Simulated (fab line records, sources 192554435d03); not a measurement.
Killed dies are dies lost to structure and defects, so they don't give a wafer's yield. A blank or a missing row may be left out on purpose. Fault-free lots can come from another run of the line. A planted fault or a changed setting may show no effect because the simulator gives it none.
Lot-split experiment -- flow n5-finfet -- route with 1938 steps; 7 lots, 21 wafers read

## SPLIT DETAILS
At N5_BEOL_M3_COAT_67 (time 60 s, resist thk 60 nm), the setting spin-rpm was moved away from the recipe's 1500 rpm on 7 of the 21 wafers read, by -10.9% to +3.2%. The other wafers ran this setting at the recipe's value.

## FROM THE SPLIT TO THE READING: what the file shows between them, 8 steps
- N5_BEOL_M3_EXPOSE_25: exposes mask V2, defocus 5 nm (also split here: dose-mj)
- N5_BEOL_M3_PEB_26: peb time 60 s
- N5_BEOL_M3_DEVELOP_27: develop time 30 s
- N5_BEOL_M3_ALD_98: deposits SiO2, target thk 2.5 nm, pulse time 1 s, co reactant pulse time 1 s
- N5_BEOL_M3_ETCHBACK_99: etches SiO2 in CHF3, target depth 5 nm, time 10.4 s
- N5_BEOL_M3_ETCH_70: etches SOC in N2/H2, target depth 80 nm, overetch 16 nm, time 120 s
- N5_BEOL_M3_STRIP_71: strips in N2/H2
- N5_BEOL_M3_STRIP_78: strips in N2/H2

## THE READING
SOC_of_BEOL_M3_COAT_67.thk-nm (the simulator's own value, which no gauge read), in nm, at N5_BEOL_M3_VIA_ETCH_34 (etches the open film in C4F6/O2, target depth 69.4 nm, time 65.9 s). The file does not state a usual value for it. Here, 14 wafers ran the recipe; their average is 52.0 nm with a standard deviation of 0.2 nm.

wafer,"tool, chamber at the split","spin-rpm as run, rpm",against the recipe,"SOC_of_BEOL_M3_COAT_67.thk-nm, nm",against lot-mates on the recipe
L074.3,"litho-track-03, 0",1500,recipe,51.6,-
L074.4,"litho-track-03, 0",1500,recipe,51.6,-
L074.6,"litho-track-03, 0",1500,recipe,51.8,-
L078.3,"litho-track-04, 0",1392,-7.2%,54.4,+2.4
L078.4,"litho-track-04, 0",1500,recipe,52,-
L078.5,"litho-track-04, 0",1500,recipe,52,-
L080.1,"litho-track-02, 0",1500,recipe,52,-
L080.5,"litho-track-02, 0",1500,recipe,52.2,-
L080.6,"litho-track-02, 0",1500,recipe,52.2,-
L083.1,"litho-track-04, 0",1500,recipe,52,-
L083.5,"litho-track-04, 0",1500,recipe,52,-
L083.4,"litho-track-04, 0",1500,recipe,51.8,-
L084.3,"litho-track-02, 0",1338,-10.8%,55.4,+3.6
L084.4,"litho-track-02, 0",1338,-10.8%,55.2,+3.4
L084.5,"litho-track-02, 0",1500,recipe,51.8,-
L093.2,"litho-track-03, 0",1548,+3.2%,51.2,-1.0
L093.6,"litho-track-03, 0",1548,+3.2%,51.2,-1.0
L093.4,"litho-track-03, 0",1500,recipe,52.2,-
L094.2,"litho-track-02, 0",1336,-10.9%,55.6,+3.4
L094.5,"litho-track-02, 0",1336,-10.9%,55.6,+3.4
L094.6,"litho-track-02, 0",1500,recipe,52.2,-

THE FIT
A straight line over all 21 wafers: SOC_of_BEOL_M3_COAT_67.thk-nm changes by -0.317 nm for each +1% of spin-rpm; r = -0.99; the points scatter about the line by 0.2 nm.
The same after taking each lot's own level away (the mean of its wafers on the recipe; 21 wafers): -0.318 nm for each +1%; r = -1.00; scatter 0.083 nm.
That fit puts the effect of the largest move of spin-rpm on the reading at 3.5 nm.
The lots' own levels span 51.67 to 52.20 nm, that is 2.6 times the standard deviation above.
Hence the lot-to-lot level has little effect on the slope; both slopes agree.
Check: +3.51 nm against its lot-mates is what the line predicts for one of the wafers moved furthest among these (-10.9%) when that wafer is left out of the fit. Against them it came out at +3.4 nm.

## THE OTHER SPLITS THESE WAFERS WENT THROUGH
Other splits were also applied to these wafers ahead of the reading. Each is held against what the fit with the lots' levels taken away leaves over:
other split on the same wafers,wafers away from the commonest value,r with SOC_of_BEOL_M3_COAT_67.thk-nm (lot level and that fit taken away)
N5_BEOL_M1_COAT_22 spin-rpm,10,-0.05
N5_BEOL_M2_PECVD_72 temp-c,7,-0.34
N5_BEOL_M3_EXPOSE_25 dose-mj,7,+0.02

## THE WHOLE CHAIN: every reading that the file lists as answering this split, in the file's order
step,what it does,reading,change (the file's fit),r (the file's)
N5_BEOL_M3_COAT_67,"time 60 s, resist thk 60 nm","SOC_of_BEOL_M3_COAT_67.thk-nm (the simulator's own value, which no gauge read)",-0.33 nm for each +1% of the setting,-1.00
N5_BEOL_M3_ETCH_70,"etches SOC in N2/H2, target depth 80 nm, overetch 16 nm, time 120 s","etch.depth-nm (the simulator's own value, which no gauge read)",-0.336 nm for each +1% of the setting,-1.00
N5_BEOL_M3_VIA_ETCH_34,"etches the open film in C4F6/O2, target depth 69.4 nm, time 65.9 s","SOC_of_BEOL_M3_COAT_67.thk-nm (the simulator's own value, which no gauge read)",-0.32 nm for each +1% of the setting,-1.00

## FILE'S OWN FIT
SOC_of_BEOL_M3_COAT_67.thk-nm changes by -0.32 nm for each +1% of spin-rpm, r = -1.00.
